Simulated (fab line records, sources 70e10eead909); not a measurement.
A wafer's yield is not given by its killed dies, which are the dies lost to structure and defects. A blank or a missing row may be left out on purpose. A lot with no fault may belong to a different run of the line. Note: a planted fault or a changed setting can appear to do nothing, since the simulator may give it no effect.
A lot that was struck, set against a sound lot | flow nand_harc | 13 steps out of a route of 1302
Sound: wafers L417.1, L417.2, L417.6. Wafers struck: L408.1, L408.3, L408.6. Last of all comes the cause.
Order at every step that has rows: each side's tool, ch and its chambers, its first start. Under that, the readings that differ: sound wafers | struck wafers | difference of the means | sigmas: that difference in standard deviations of wafers without a fault.
alike: readings with means less than 2 such deviations apart, plus words and numbers identical on both sides. not compared: withheld readings, readings lacking a value on some wafer, bounds such as >300 that could conceal the same value, and numbers that have no deviation in the record and whose values overlap.
Wherever a step has rows on one side only, a row that says differs or no value, or a row with sigmas, the two part there. Numbers that don't overlap but have no deviation are shown without sigmas and don't part them. A reading that every wafer of one side lacks parts them only if that side has two wafers or more.

NHARC_P_START_INSPECT_01:
  sound on defect_inspect-02 at day 8 22:02; struck on defect_inspect-01 at day 5 04:02
  alike: raw_defect_count
then, 11 steps without rows for these wafers: NHARC_P_ZERO_WELL_PRECLEAN_00 (cleans in SPM, time 600 s); NHARC_P_ZERO_WELL_SRD_01; NHARC_P_ZERO_WELL_PECVD_02 (deposits SiO2, target thk 10 nm); NHARC_P_ZERO_WELL_DEHYDRATE_03 (time 120 s); NHARC_P_ZERO_WELL_HMDS_04 (time 30 s); NHARC_P_ZERO_WELL_COAT_64 (time 65 s); NHARC_P_ZERO_WELL_COAT_05 (resist thk 600 nm); NHARC_P_ZERO_WELL_SOFTBAKE_06 (time 70 s); NHARC_P_ZERO_WELL_EBR_07; NHARC_P_ZERO_WELL_EXPOSE_08 (exposes mask P ZERO, target cd 500 nm); NHARC_P_ZERO_WELL_PEB_09 (peb time 80 s).
NHARC_P_ZERO_WELL_DEVELOP_10: time 50 s.
  sound on litho_track-02 ch 0, day 8 23:00; struck on litho_track-02, day 5 05:00
  no value came back on the struck wafers for chill_plate_temp_C (C), developer_temp_C (C); on the sound wafers chill_plate_temp_C (C) reads 23.03 23.03 22.85

== WHERE THEY PART ==
Only at NHARC_P_ZERO_WELL_DEVELOP_10, within this record.

WHY: whatever the simulator had introduced
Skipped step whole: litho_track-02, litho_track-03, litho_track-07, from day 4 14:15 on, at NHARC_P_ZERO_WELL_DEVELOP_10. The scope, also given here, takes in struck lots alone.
